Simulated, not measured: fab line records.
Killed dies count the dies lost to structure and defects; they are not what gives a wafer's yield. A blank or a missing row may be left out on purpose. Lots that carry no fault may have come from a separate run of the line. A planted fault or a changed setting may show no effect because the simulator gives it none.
Which of the tools did it? :: flow n5_finfet :: 30 wafers from 10 lots sampled at 2 of the route's 1938 steps

== WHAT THE GAUGES READ, wafer by wafer ==
N5_PASSIVATION_CD_MEAS_10: target cd 3000 nm.
lot: L302
measured: day 11 11:29
on: cd_sem-03
cd_nm (nm): 2998.3 3001.6 2999.4

lot: L304
measured: day 11 22:53
on: cd_sem-01
cd_nm (nm): 2993.8 2995.9 2995.5

lot: L305
measured: day 12 07:53
on: cd_sem-02
cd_nm (nm): 3003.3 3003.7 3002.4

lot: L308
measured: day 12 11:29
on: cd_sem-01
cd_nm (nm): 3004.9 3004.0 3002.4

lot: L310
measured: day 13 08:56
on: cd_sem-01
cd_nm (nm): 2997.5 2998.4 2997.5

lot: L311
measured: day 13 09:56
on: cd_sem-02
cd_nm (nm): 2997.4 2999.8 2998.5

lot: L315
measured: day 17 18:40
on: cd_sem-02
cd_nm (nm): 2999.6 3002.2 2999.6

lot: L314
measured: day 17 19:31
on: cd_sem-02
cd_nm (nm): 2999.8 3002.1 2999.9

lot: L324
measured: day 18 23:30
on: cd_sem-03
cd_nm (nm): 2996.7 2996.2 2997.7

lot: L320
measured: day 20 03:09
on: cd_sem-02
cd_nm (nm): 3000.9 3005.3 3003.0

== TOOL THAT RAN EACH LOT (tool first, then ch and the chambers of the sampled wafers, then the start) ==
lot: L302
N5_BEOL_M5_SPUTTER_88: pvd_sputter-01, day 8 13:20

lot: L304
N5_BEOL_M5_SPUTTER_88: pvd_sputter-02, day 9 00:46

lot: L305
N5_BEOL_M5_SPUTTER_88: pvd_sputter-03, day 9 07:44

lot: L308
N5_BEOL_M5_SPUTTER_88: pvd_sputter-02, day 9 16:26

lot: L310
N5_BEOL_M5_SPUTTER_88: pvd_sputter-02, day 10 09:05

lot: L311
N5_BEOL_M5_SPUTTER_88: pvd_sputter-01, day 10 11:50

lot: L315
N5_BEOL_M5_SPUTTER_88: pvd_sputter-02, day 13 09:00

lot: L314
N5_BEOL_M5_SPUTTER_88: pvd_sputter-02, day 14 00:17

lot: L324
N5_BEOL_M5_SPUTTER_88: pvd_sputter-03, day 14 13:07

lot: L320
N5_BEOL_M5_SPUTTER_88: pvd_sputter-01, day 15 09:51
- N5_BEOL_M5_SPUTTER_88: material Cu, target thk 15 nm, time 27.62 s.

== AS READ BY THE TOOLS THEMSELVES (means over the sampled wafers that have a number; for cases with no such wafer, the mark the record gives instead) ==
N5_BEOL_M5_SPUTTER_88.
lot: L302
tool: pvd_sputter-01
throttle_valve_pct (%): 30.2

lot: L304
tool: pvd_sputter-02
throttle_valve_pct (%): 29.6

lot: L305
tool: pvd_sputter-03
throttle_valve_pct (%): 29.5

lot: L308
tool: pvd_sputter-02
throttle_valve_pct (%): 30.1

lot: L310
tool: pvd_sputter-02
throttle_valve_pct (%): 29.2

lot: L311
tool: pvd_sputter-01
throttle_valve_pct (%): 29.3

lot: L315
tool: pvd_sputter-02
throttle_valve_pct (%): 29.6

lot: L314
tool: pvd_sputter-02
throttle_valve_pct (%): 29.5

lot: L324
tool: pvd_sputter-03
throttle_valve_pct (%): 30.0

lot: L320
tool: pvd_sputter-01
throttle_valve_pct (%): 30.1

== THE ANSWER, worked out from the rows above alone ==
Rule: what is usual is taken from the lots themselves. The widest of any qualifying gaps counts: lots, ordered by their means at a reading, are off when they make up no more than a third of the lots, leave a main group of 4 or more, and stand apart from it by 3 or more times the standard deviation of that group's means. A main group whose means are all the same, to the digits that the tables above print for the reading, isn't used. A lot without any number at a reading at which 4 lots or more have one is off too. All remaining lots with rows at the step are treated as sound. First the gauges in route order, then the tools' own readings, where a lot's mean is used as printed above. The first step at which some lot is off is used, and at that step the reading that is off furthest; a lot without a number counts as furthest.
Nothing can be told from this: no lot is off at any reading shown.

== WHAT THE SIMULATOR PUT IN ==
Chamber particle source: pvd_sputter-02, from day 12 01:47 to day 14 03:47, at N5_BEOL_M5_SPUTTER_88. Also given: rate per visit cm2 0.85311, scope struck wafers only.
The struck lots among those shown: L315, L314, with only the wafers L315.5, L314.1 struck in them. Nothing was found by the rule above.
